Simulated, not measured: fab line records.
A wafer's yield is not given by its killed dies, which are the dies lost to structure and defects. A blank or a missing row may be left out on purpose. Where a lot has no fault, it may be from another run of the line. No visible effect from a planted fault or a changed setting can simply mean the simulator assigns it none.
Which of the tools did it? + flow n5Finfet + 8 lots with 24 wafers sampled at 6 steps, on a route of 1938 steps

## WHAT THE GAUGES READ, wafer by wafer
N5_PMOS_HMC_CHANNEL_EPI_CD_MEAS_09: target cd 237.4 nm.
| lot  | measured    | on       | cdNm (nm)         |
|------|-------------|----------|-------------------|
| L546 | day 1 23:38 | cdSem-02 | 239.1 238.5 238.2 |
| L551 | day 3 05:28 | cdSem-01 | 235.2 237.4 235.7 |
| L553 | day 3 18:04 | cdSem-03 | 235.7 236.6 236.2 |
| L555 | day 4 05:30 | cdSem-01 | 238.9 237.4 238.4 |
| L558 | day 4 23:44 | cdSem-01 | 237.1 236.3 236.4 |
| L559 | day 5 05:57 | cdSem-03 | 238.4 239.3 240.0 |
| L565 | day 6 19:13 | cdSem-03 | 236.8 236.1 237.5 |
| L566 | day 6 23:32 | cdSem-03 | 236.9 237.3 237.6 |

N5_PMOS_HMC_CHANNEL_EPI_THK_MEAS_22.
| lot  | measured    | on           | HMC_CMP_THK (nm) |
|------|-------------|--------------|------------------|
| L546 | day 2 01:59 | filmMetro-02 | 54.4 53.2 54.0   |
| L551 | day 3 07:49 | filmMetro-02 | 53.4 53.2 54.5   |
| L553 | day 3 20:48 | filmMetro-02 | 57.7 58.0 53.9   |
| L555 | day 4 08:16 | filmMetro-01 | 58.9 55.1 58.9   |
| L558 | day 5 03:22 | filmMetro-02 | 52.6 53.5 55.0   |
| L559 | day 5 08:44 | filmMetro-01 | 53.9 53.8 55.4   |
| L565 | day 6 21:34 | filmMetro-02 | 53.8 54.6 54.1   |
| L566 | day 7 02:02 | filmMetro-02 | 51.5 54.6 52.1   |

N5_BEOL_M4_RC_MEAS_101.
| lot  | measured     | on        | CJ_P           | DIBL_N (mV/V)  | DIBL_P (mV/V)  | EOT_P             | IGATE_P (nA/um)      | IOFF_N (nA/um) | IOFF_P (nA/um) | IOFF_P_85C (nA/um) | IOFF_P_LIN (nA/um) | IOFF_P_LONG (nA/um)        | ION_N (uA/um) | ION_P (uA/um) | RC_DENSE_P (ohm.um) | RC_P (ohm.um)  | REXT_P (ohm.um)   | RS_NWELL (ohm/sq) | RS_SD_P (ohm/sq) | SS_N (mV/dec)  | SS_P (mV/dec)  | VT_N (mV)   | VT_P (mV)            | VT_P_LONG (mV)       | VT_P_LVT (mV)       |
|------|--------------|-----------|----------------|----------------|----------------|-------------------|----------------------|----------------|----------------|--------------------|--------------------|----------------------------|---------------|---------------|---------------------|----------------|-------------------|-------------------|------------------|----------------|----------------|-------------|----------------------|----------------------|---------------------|
| L546 | day 8 23:19  | prober-02 | 5.64 5.90 5.90 | 37.5 39.7 38.2 | 37.7 40.1 38.4 | 10.66 10.58 10.50 | 0.0031 0.0032 0.0035 | 0.16 0.20 0.17 | 0.22 0.25 0.23 | 3.8 4.2 3.9        | 0.104 0.112 0.108  | 0.000107 0.00011 0.000109  | 672 676 673   | 459 464 461   | 23.8 24.1 24.8      | 19.5 19.7 20.0 | 100.9 100.3 101.0 | 1030 1046 1037    | 65.5 66.4 66.5   | 71.8 72.6 72.1 | 74.5 74.9 74.8 | 248 248 250 | -247.8 -246.5 -249.2 | -272.4 -274.8 -272.1 | -96.8 -94.5 -95.1   |
| L551 | day 9 09:58  | prober-02 | 5.72 5.95 5.57 | 37.3 36.1 35.4 | 35.9 35.1 33.9 | 10.49 10.43 10.40 | 0.0037 0.0037 0.0042 | 0.20 0.18 0.17 | 0.24 0.24 0.21 | 4.0 4.1 3.7        | 0.109 0.112 0.103  | 0.000111 0.000118 0.000112 | 665 679 689   | 450 467 470   | 24.0 23.8 23.2      | 19.7 19.3 18.9 | 103.7 100.8 100.8 | 1040 1028 1043    | 66.2 65.2 65.5   | 71.8 71.3 71.3 | 73.2 73.1 73.8 | 244 249 246 | -250.3 -250.9 -248.8 | -273.5 -273.9 -272.3 | -97.7 -96.7 -98.4   |
| L553 | day 10 11:02 | prober-01 | - - 5.78       | 36.7 34.2 36.2 | - - 34.4       | - - 10.51         | - - 0.0037           | 0.15 0.12 0.14 | - - 0.17       | - - 3.0            | - - 0.080          | - - 9.5e-05                | 670 660 665   | - - 450       | - - 24.1            | - - 19.9       | - - 101.0         | 1105 1102 1040    | - - 66.3         | 70.9 70.6 70.7 | - - 73.2       | 249 252 250 | - - -252.7           | - - -278.0           | - - -102.2          |
| L555 | day 10 13:52 | prober-01 | - 5.50 -       | 34.3 33.8 31.9 | - 33.2 -       | - 10.46 -         | - 0.0040 -           | 0.13 0.11 0.10 | - 0.16 -       | - 2.9 -            | - 0.082 -          | - 0.000102 -               | 664 630 658   | - 439 -       | - 23.2 -            | - 18.9 -       | - 103.1 -         | 1101 1041 1085    | - 66.1 -         | 71.3 72.2 71.1 | - 72.7 -       | 253 259 255 | - -255.7 -           | - -276.5 -           | - -103.9 -          |
| L558 | day 11 19:24 | prober-01 | 6.01 5.86 5.65 | 36.3 37.4 37.3 | 36.2 36.3 38.8 | 10.53 10.51 10.67 | 0.0032 0.0033 0.0032 | 0.16 0.19 0.20 | 0.20 0.21 0.25 | 3.6 3.7 4.3        | 0.093 0.096 0.109  | 0.000107 0.000102 9.9e-05  | 663 652 669   | 448 446 463   | 23.6 23.7 24.3      | 19.2 19.1 19.5 | 99.0 98.8 97.8    | 1029 1035 1031    | 66.0 65.1 65.3   | 71.8 73.3 72.6 | 73.1 73.4 73.4 | 250 250 247 | -252.3 -249.7 -246.2 | -277.3 -275.8 -276.8 | -102.0 -101.7 -98.5 |
| L559 | day 11 17:46 | prober-02 | 5.62 5.66 5.29 | 38.6 36.4 38.8 | 38.0 35.2 38.0 | 10.54 10.63 10.55 | 0.0035 0.0029 0.0034 | 0.19 0.14 0.18 | 0.24 0.18 0.23 | 3.9 3.1 3.8        | 0.108 0.090 0.105  | 9.8e-05 9.9e-05 9.4e-05    | 666 649 664   | 449 452 457   | 24.6 24.5 24.3      | 19.9 19.8 19.7 | 100.0 100.5 98.9  | 1034 1040 1036    | 66.0 66.0 66.0   | 72.4 72.4 72.6 | 73.0 72.6 73.2 | 248 254 253 | -249.1 -252.1 -249.6 | -276.2 -276.5 -277.0 | -99.4 -103.3 -100.8 |
| L565 | day 13 10:04 | prober-02 | 5.80 5.57 5.87 | 36.7 38.1 38.2 | 36.8 38.8 38.9 | 10.76 10.58 10.52 | 0.0029 0.0028 0.0034 | 0.15 0.17 0.17 | 0.20 0.22 0.23 | 3.3 3.7 3.8        | 0.090 0.101 0.101  | 9.2e-05 9e-05 9.6e-05      | 670 671 678   | 454 458 458   | 22.7 23.0 24.1      | 18.6 19.1 19.5 | 99.0 98.2 98.9    | 1030 1047 1041    | 65.7 65.2 65.6   | 71.4 71.5 72.2 | 73.5 73.9 73.0 | 253 248 249 | -255.1 -251.8 -251.8 | -279.0 -279.7 -281.2 | -101.9 -99.8 -100.7 |
| L566 | day 13 09:34 | prober-01 | 6.27 5.78 6.15 | 39.5 36.8 34.2 | 41.0 37.8 34.2 | 10.42 10.41 10.52 | 0.0043 0.0041 0.0034 | 0.23 0.18 0.12 | 0.29 0.24 0.17 | 4.8 4.1 3.1        | 0.125 0.110 0.087  | 0.000112 0.000104 0.000112 | 697 688 664   | 475 464 459   | 22.8 23.3 22.8      | 18.6 18.9 18.7 | 102.7 102.8 103.1 | 1027 1028 1040    | 66.1 66.3 66.9   | 71.6 71.4 71.0 | 74.7 73.5 72.8 | 243 246 254 | -246.4 -246.8 -250.7 | -273.5 -275.0 -274.4 | -95.8 -98.8 -101.9  |

## EACH LOT AND THE TOOL THAT RAN IT (in order: tool; ch and the chambers of the sampled wafers; start)
| lot  | N5_PMOS_HMC_CHANNEL_EPI_FIN_RECESS_16 | N5_FIN_SAQP_ALD_61              | N5_FIN_SAQP_HM_DEP_03          |
|------|---------------------------------------|---------------------------------|--------------------------------|
| L546 | rieSi-04 ch 0,3, day 2 00:11          | aldSin-03 ch 2,3, day 2 02:36   | pecvd-03 ch 0,2, day 2 03:02   |
| L551 | rieSi-01 ch 0,1,3, day 3 06:01        | aldSin-01 ch 0,2, day 3 08:25   | pecvd-02 ch 0,2, day 3 08:50   |
| L553 | rieSi-01 ch 0,2,3, day 3 18:36        | aldSin-03 ch 0,1,2, day 3 21:31 | pecvd-04 ch 0,1, day 3 21:56   |
| L555 | rieSi-01 ch 0,1, day 4 06:03          | aldSin-02 ch 0,2,3, day 4 08:52 | pecvd-03 ch 1,2, day 4 09:17   |
| L558 | rieSi-06 ch 0,2,3, day 5 01:32        | aldSin-01 ch 1,2,3, day 5 04:14 | pecvd-04 ch 0,1, day 5 04:41   |
| L559 | rieSi-06 ch 0,1,3, day 5 06:31        | aldSin-03 ch 1,2,3, day 5 09:44 | pecvd-02 ch 0,1,2, day 5 10:25 |
| L565 | rieSi-04 ch 1,3, day 6 19:46          | aldSin-03 ch 0,1,2, day 6 22:17 | pecvd-03 ch 0,1,2, day 6 22:53 |
| L566 | rieSi-06 ch 0,2,3, day 7 00:14        | aldSin-03 ch 0,1,2, day 7 02:43 | pecvd-02 ch 0,1,2, day 7 03:07 |
- N5_PMOS_HMC_CHANNEL_EPI_FIN_RECESS_16: chemistry HBr/Cl2, target Si, target depth 54 nm, time 18 s.
- N5_FIN_SAQP_ALD_61: deposits SiO2, target thk 4 nm, pulse time 1 s, purge time 2 s.
- N5_FIN_SAQP_HM_DEP_03: deposits SiNx from SiH4/NH3/N2, target thk 38 nm, time 33.6 s.

## WHAT THE TOOLS THEMSELVES READ (means of the sampled wafers that have a number; where no wafer has one, the mark that the record gives instead)
N5_PMOS_HMC_CHANNEL_EPI_FIN_RECESS_16.
| lot  | tool     | chamberPressureMTorr (mTorr) | drypumpMotorCurrentA (A) | oesProductAu (a.u.) | throttleValvePct (%) |
|------|----------|------------------------------|--------------------------|---------------------|----------------------|
| L546 | rieSi-04 | 9.993                        | 6.1                      | 0.995               | 36.1                 |
| L551 | rieSi-01 | 10.010                       | 6.0                      | 0.980               | 35.3                 |
| L553 | rieSi-01 | 9.996                        | 5.8                      | 1.206               | 35.0                 |
| L555 | rieSi-01 | 10.000                       | 6.0                      | 1.227               | 34.9                 |
| L558 | rieSi-06 | 9.997                        | 5.6                      | 0.989               | 35.3                 |
| L559 | rieSi-06 | 9.996                        | 5.6                      | 1.002               | 35.5                 |
| L565 | rieSi-04 | 9.998                        | 6.1                      | 1.000               | 36.0                 |
| L566 | rieSi-06 | 10.006                       | 5.7                      | 0.982               | 35.3                 |

N5_FIN_SAQP_ALD_61.
| lot  | tool      | heaterPowerW (W) | precursorPulseHeightRel |
|------|-----------|------------------|-------------------------|
| L546 | aldSin-03 | 444              | 0.978                   |
| L551 | aldSin-01 | 428              | 0.997                   |
| L553 | aldSin-03 | 446              | 0.983                   |
| L555 | aldSin-02 | 450              | 1.023                   |
| L558 | aldSin-01 | 453              | 1.017                   |
| L559 | aldSin-03 | 484              | 0.994                   |
| L565 | aldSin-03 | 447              | 0.993                   |
| L566 | aldSin-03 | 443              | 0.998                   |

N5_FIN_SAQP_HM_DEP_03.
| lot  | tool     | heaterPowerW (W) | showerheadPlenumPTorr (Torr) | throttleValvePct (%) |
|------|----------|------------------|------------------------------|----------------------|
| L546 | pecvd-03 | 756              | 5.17                         | 40.1                 |
| L551 | pecvd-02 | 693              | 5.13                         | 40.8                 |
| L553 | pecvd-04 | 814              | 5.15                         | 38.3                 |
| L555 | pecvd-03 | 769              | 5.17                         | 41.2                 |
| L558 | pecvd-04 | 822              | 5.15                         | 38.5                 |
| L559 | pecvd-02 | 771              | 5.13                         | 40.7                 |
| L565 | pecvd-03 | 784              | 5.18                         | 40.5                 |
| L566 | pecvd-02 | 671              | 5.12                         | 40.6                 |

## THE ANSWER, worked out from the rows above alone
Rule: the usual values come from the lots themselves. The widest of any qualifying gaps counts: lots, ordered by their means at a reading, are off when they make up no more than a third of the lots, leave a main group of 4 or more, and stand apart from it by 3 or more times the standard deviation of that group's means. The tables above print the reading to a certain number of digits; a main group whose means all agree to those digits is not used. Also off: a lot with no number at a reading for which 4 or more lots have one. Where the step has rows for the other lots, those lots are counted as sound. First the gauges in route order, then the tools' own readings, where a lot's mean is used as printed above. At the first step where some lot is off, the reading lying furthest off is the one used; lots without a number count as furthest.
Off: L553, L555, at N5_PMOS_HMC_CHANNEL_EPI_THK_MEAS_22 (HMC_CMP_THK). Main group: mean 53.8 nm, sd 0.52.
If a tool, at a process step before that reading, ran all the lots that are off and no sound lot after the first of them, it fits. Not tried: the gauges at N5_PMOS_HMC_CHANNEL_EPI_THK_MEAS_22; whatever is off there is also off at N5_BEOL_M4_RC_MEAS_101, on other tools, and gauge error can't account for it. One candidate fits, namely rieSi-01 at N5_PMOS_HMC_CHANNEL_EPI_FIN_RECESS_16. A fault onset in the window from L551 (day 3 06:01, its last sound lot) to L553 (day 3 18:36, its first lot off) fits.
The tool's own readings at N5_PMOS_HMC_CHANNEL_EPI_FIN_RECESS_16 bear it out: on the lots that are off they differ by more than 5 times the standard deviation of the sound lots' means. oesProductAu reads 1.216 a.u. there against 0.991 a.u. on the sound lots.

## WHAT THE SIMULATOR HAD INSERTED
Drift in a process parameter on rieSi-01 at N5_PMOS_HMC_CHANNEL_EPI_FIN_RECESS_16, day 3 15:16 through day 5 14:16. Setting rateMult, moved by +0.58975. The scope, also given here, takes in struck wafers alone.
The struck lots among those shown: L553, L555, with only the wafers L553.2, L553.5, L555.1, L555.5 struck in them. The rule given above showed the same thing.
